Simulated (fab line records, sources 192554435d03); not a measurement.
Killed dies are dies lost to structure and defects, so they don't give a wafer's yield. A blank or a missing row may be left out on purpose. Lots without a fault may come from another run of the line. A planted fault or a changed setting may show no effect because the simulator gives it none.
A struck lot beside a sound one | flow n5_finfet | 36 steps out of a route of 1938
Sound: wafers L421.2, L421.3, L421.6. Struck: wafer L423.5. (L423.2, L423.6 of the same lot were not struck and are left out.) The cause comes at the end.
At each step with rows: each side's tool, then ch and its chambers, then its first start. Under that, the readings that differ: sound wafers | struck wafers | difference of the means | sigmas: that difference in standard deviations of wafers without a fault.
alike: readings whose means differ by less than 2 such deviations, and words and numbers that are the same on both sides. not compared: withheld readings, readings that some wafer has no value for, bounds like >300 that may hide the same value, and numbers for which the record gives no deviation and whose values overlap.
The two part at a step that has a row with sigmas, a row that says differs or no value, or rows on one side only. Numbers that don't overlap but have no deviation are shown without sigmas and don't part them. A reading that every wafer of one side lacks parts them only if that side has two wafers or more.

first, 9 steps without rows for these wafers: N5_STI_FIN_REVEAL_STRIP_35 (strips Si3N4 in H3PO4, target depth 4 nm, time 39 s); N5_STI_FIN_REVEAL_SRD_21 (time 30 s); N5_STI_FIN_REVEAL_OXIDATION_33 (chemistry O2 PLASMA REMOTE, time 20 s); N5_STI_FIN_REVEAL_CLEAN_19 (cleans in O3/DIW, time 120 s); N5_STI_FIN_REVEAL_SRD_23 (time 30 s); N5_STI_FIN_REVEAL_PRECLEAN_18 (cleans in SC2, time 45 s); N5_STI_FIN_REVEAL_SRD_28 (time 30 s); N5_DUMMY_GATE_PRECLEAN_00 (cleans in O3/DIW, time 60 s); N5_DUMMY_GATE_SRD_01 (time 30 s).
N5_DUMMY_GATE_ALD_02: deposits SiO2, target thk 2 nm, pulse time 1 s.
  sound on ald_sin-03 ch 2,3, day 4 02:53; struck on ald_sin-04 ch 3, day 4 14:33
  reading                                     | sound       | struck | difference | sigmas
  heater_power_w (W)                          | 557 497 552 | 453    | -82        | -2
  model.SiO2_of_DUMMY_GATE_ALD_02.thk_nm (nm) | 2 2 2       | 2.6    | +0.6       |
  alike: precursor_pulse_height_rel
then, 24 steps without rows for these wafers: N5_DUMMY_GATE_CVD_03 (deposits a-Si from SiH4, target thk 150 nm, time 8042 s); N5_DUMMY_GATE_PRECLEAN_46 (cleans in DIW, time 89.5 s); N5_DUMMY_GATE_SRD_47 (dry time 32 s); N5_DUMMY_GATE_CMP_04 (polishes a-Si); N5_DUMMY_GATE_HM_DEP_06 (deposits SiNx from DCS/NH3, target thk 80 nm, time 5141 s); N5_DUMMY_GATE_PECVD_30 (deposits SiO2 from TEOS/O2, target thk 55 nm, time 10.8 s); N5_DUMMY_GATE_COAT_34 (time 60 s, resist thk 60 nm); N5_DUMMY_GATE_COAT_35 (time 60 s, resist thk 10 nm); N5_DUMMY_GATE_COAT_28 (time 60 s, resist thk 10 nm); N5_DUMMY_GATE_COAT_09 (resist thk 30 nm); N5_DUMMY_GATE_EBR_11; N5_DUMMY_GATE_SOFTBAKE_10 (time 60 s); N5_DUMMY_GATE_EXPOSE_12 (exposes mask GATE, target cd 25 nm); N5_DUMMY_GATE_PEB_13 (peb time 60 s); N5_DUMMY_GATE_DEVELOP_14 (develop time 30 s); N5_DUMMY_GATE_DESCUM_20 (chemistry O2, time 6.2 s); N5_DUMMY_GATE_ETCH_29 (etches underlayer in N2/H2, target depth 13 nm); N5_DUMMY_GATE_ETCH_36 (etches SiARC in CF4, target depth 13 nm); N5_DUMMY_GATE_ETCH_37 (etches SOC in N2/H2, target depth 60 nm, overetch 30 nm); N5_DUMMY_GATE_STRIP_38 (strips in N2/H2); N5_DUMMY_GATE_STRIP_39 (strips in N2/H2); N5_DUMMY_GATE_TRIM_49 (chemistry O2, time 29 s, target cd 14 nm); N5_DUMMY_GATE_STRIP_40 (strips in CF4); N5_DUMMY_GATE_ETCH_31 (etches SiO2 in C4F6/O2, target depth 82.5 nm, time 27.5 s).
-- the record jumps here: 7 days lie between the struck wafers' starts before and after (it left off in module DUMMY_GATE and takes up again in module BEOL_M4, whose first step shown is number 1111 of the route) --
N5_BEOL_M4_RC_MEAS_101:
  sound on prober-02 ch 0, day 11 07:56; struck on prober-02 ch 0, day 11 23:04
  reading   | sound             | struck | difference | sigmas
  EOT_N     | 10.64 10.50 10.55 | 10.86  | +0.30      | +3
  EOT_P     | 10.55 10.50 10.42 | 10.82  | +0.33      | +3
  VT_P (mV) | -252 -262 -261    | -248   | +10        | +2
  alike: DIBL_N, DIBL_P, IOFF_N, IOFF_P, ION_N, ION_P, SS_N, SS_P, VT_N
-- the record jumps here: 5 days lie between the struck wafers' starts before and after (it left off in module BEOL_M4 and takes up again in module PASSIVATION, whose first step shown is number 1936 of the route) --
N5_PASSIVATION_PROBE_49:
  sound on prober-01, day 15 15:16; struck on prober-01, day 17 00:05
  alike: defect_limited_yield, killed_at_M0_to_M3, killed_at_M4_up, killed_at_contacts, killed_at_front_end, killed_at_other, killed_dies, killed_open, killed_short, sort_bin_5_function, sort_bin_6_memory, sort_bin_8_speed, sort_n_pass, sort_yield_pct

WHERE THEY PART
First at N5_DUMMY_GATE_ALD_02; last, within this record, at N5_BEOL_M4_RC_MEAS_101. Later steps at which nothing parts them and some readings are alike: N5_PASSIVATION_PROBE_49.

WHY: what the simulator had put in
Process parameter drift: ald_sin-04, from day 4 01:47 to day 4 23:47, at N5_DUMMY_GATE_ALD_02. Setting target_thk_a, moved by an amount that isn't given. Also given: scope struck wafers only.
